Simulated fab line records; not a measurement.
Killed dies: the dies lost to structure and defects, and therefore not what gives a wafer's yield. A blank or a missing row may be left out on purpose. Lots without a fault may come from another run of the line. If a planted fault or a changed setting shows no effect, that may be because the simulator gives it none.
Matching of chambers / flow nandHarc / NHARC_A_CONTACT_DESCUM_13 on rieDiel-13 has 4 sister chambers
The step chemistry O2, time 3 s. 14 wafers are shown with their chamber, then 7 later ones without.

== WAFERS PAIRED WITH THEIR CHAMBERS ==
wafer=L078.2; chamber=1; showerheadPlenumPTorr (Torr)=1.88; drypumpMotorCurrentA (A)=5.2; rfVppV (V)=58.8
wafer=L078.3; chamber=3; showerheadPlenumPTorr (Torr)=1.97; drypumpMotorCurrentA (A)=5.0; rfVppV (V)=57.9
wafer=L078.5; chamber=0; showerheadPlenumPTorr (Torr)=1.80; drypumpMotorCurrentA (A)=6.5; rfVppV (V)=57.8
wafer=L077.1; chamber=1; showerheadPlenumPTorr (Torr)=1.88; drypumpMotorCurrentA (A)=5.2; rfVppV (V)=58.0
wafer=L077.4; chamber=0; showerheadPlenumPTorr (Torr)=1.80; drypumpMotorCurrentA (A)=6.5; rfVppV (V)=57.4
wafer=L077.5; chamber=0; showerheadPlenumPTorr (Torr)=1.80; drypumpMotorCurrentA (A)=6.5; rfVppV (V)=55.9
wafer=L076.1; chamber=3; showerheadPlenumPTorr (Torr)=1.97; drypumpMotorCurrentA (A)=5.0; rfVppV (V)=57.8
wafer=L076.2; chamber=1; showerheadPlenumPTorr (Torr)=1.88; drypumpMotorCurrentA (A)=5.2; rfVppV (V)=57.8
wafer=L076.3; chamber=0; showerheadPlenumPTorr (Torr)=1.80; drypumpMotorCurrentA (A)=6.4; rfVppV (V)=56.5
wafer=L083.2; chamber=2; showerheadPlenumPTorr (Torr)=1.80; drypumpMotorCurrentA (A)=5.8; rfVppV (V)=59.5
wafer=L083.3; chamber=3; showerheadPlenumPTorr (Torr)=1.96; drypumpMotorCurrentA (A)=5.0; rfVppV (V)=58.1
wafer=L083.6; chamber=2; showerheadPlenumPTorr (Torr)=1.80; drypumpMotorCurrentA (A)=5.8; rfVppV (V)=55.7
wafer=L084.1; chamber=3; showerheadPlenumPTorr (Torr)=1.96; drypumpMotorCurrentA (A)=5.0; rfVppV (V)=57.5
wafer=L084.4; chamber=2; showerheadPlenumPTorr (Torr)=1.80; drypumpMotorCurrentA (A)=5.7; rfVppV (V)=56.9

SIGNATURES (averages over the wafers above)
reading=showerheadPlenumPTorr; chamber 0=1.8000; chamber 1=1.8800; chamber 2=1.8000; chamber 3=1.9650; scatter within a chamber=0.00316
reading=drypumpMotorCurrentA; chamber 0=6.475; chamber 1=5.200; chamber 2=5.767; chamber 3=5.000; scatter within a chamber=0.0376
reading=rfVppV; chamber 0=56.900; chamber 1=58.200; chamber 2=57.367; chamber 3=57.825; scatter within a chamber=1.03
Rule: for each reading, subtract the chamber's mean from the wafer's reading, divide by that reading's scatter and square the result; add these up over the readings and take the root, which gives the wafer's distance from the chamber. If the next closest chamber is less than 2 further off than the closest, the wafer can't be placed; otherwise it belongs to the closest. The scatter: take each reading less its chamber's mean, square it, sum over the shown wafers, divide by the number of wafers less the number of chambers, and take the root.

== WAFERS WITHOUT THEIR CHAMBER ==
wafer=L084.5; showerheadPlenumPTorr (Torr)=1.96; drypumpMotorCurrentA (A)=5.0; rfVppV (V)=57.6
wafer=L088.3; showerheadPlenumPTorr (Torr)=1.87; drypumpMotorCurrentA (A)=5.2; rfVppV (V)=58.4
wafer=L088.4; showerheadPlenumPTorr (Torr)=1.79; drypumpMotorCurrentA (A)=6.4; rfVppV (V)=57.8
wafer=L088.6; showerheadPlenumPTorr (Torr)=1.96; drypumpMotorCurrentA (A)=5.0; rfVppV (V)=57.8
wafer=L095.1; showerheadPlenumPTorr (Torr)=1.86; drypumpMotorCurrentA (A)=5.2; rfVppV (V)=58.7
wafer=L095.4; showerheadPlenumPTorr (Torr)=1.78; drypumpMotorCurrentA (A)=6.4; rfVppV (V)=58.1
wafer=L095.5; showerheadPlenumPTorr (Torr)=1.79; drypumpMotorCurrentA (A)=5.7; rfVppV (V)=57.2

== WHICH CHAMBER EACH ONE RAN IN ==
wafer=L084.5; from the rows above=3; in truth=3
wafer=L088.3; from the rows above=1; in truth=1
wafer=L088.4; from the rows above=0; in truth=0
wafer=L088.6; from the rows above=3; in truth=3
wafer=L095.1; from the rows above=1; in truth=1
wafer=L095.4; from the rows above=0; in truth=0
wafer=L095.5; from the rows above=2; in truth=2
Correctly placed: 7 of 7. Left unplaced by these rows: 0. Wrongly placed: 0.
